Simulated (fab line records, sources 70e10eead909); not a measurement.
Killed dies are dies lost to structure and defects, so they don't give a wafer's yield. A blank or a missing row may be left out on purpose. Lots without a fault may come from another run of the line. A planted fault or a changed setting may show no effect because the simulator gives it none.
Chamber matching | flow nand_harc | NHARC_A_M0_PRE_CLEAN_31 on pecvd-04: 3 sister chambers
The step time 12 s. 3 wafers are shown with their chamber, then 8 later ones without.

WAFERS WITH THEIR CHAMBER
wafer  | chamber | heater_power_w (W)
L091.4 | 1       | 652
L091.5 | 2       | 669
L092.1 | 0       | 621

WAFERS WITHOUT THEIR CHAMBER
wafer  | heater_power_w (W)
L092.2 | 706
L092.3 | 680
L094.3 | 598
L094.5 | 589
L094.6 | 584
L096.1 | 593
L096.2 | 574
L096.5 | 585

WHICH CHAMBER EACH WENT THROUGH
wafer  | from the rows above          | in truth
L092.2 | can't be placed: 2 or 1 or 0 | 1
L092.3 | can't be placed: 2 or 1 or 0 | 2
L094.3 | can't be placed: 0 or 1 or 2 | 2
L094.5 | can't be placed: 0 or 1 or 2 | 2
L094.6 | can't be placed: 0 or 1 or 2 | 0
L096.1 | can't be placed: 0 or 1 or 2 | 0
L096.2 | can't be placed: 0 or 1 or 2 | 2
L096.5 | can't be placed: 0 or 1 or 2 | 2
Placed correctly: 0 of 8. Can't be placed from these rows: 8 (the true chamber is among the candidates in 8). Placed wrongly: 0.
How it was worked out, from the rows above alone: a wafer's distance from a chamber is the root of the sum, over the readings, of the square of ((its reading less the chamber's mean) divided by the reading's scatter). The wafer belongs to the nearest chamber; if the next one is less than 2 further off, it can't be placed. A chamber's mean is the mean of its shown wafers. The scatter: with one shown wafer a chamber, the root of the mean of the squares of how far each hidden wafer lies from its nearest shown one.
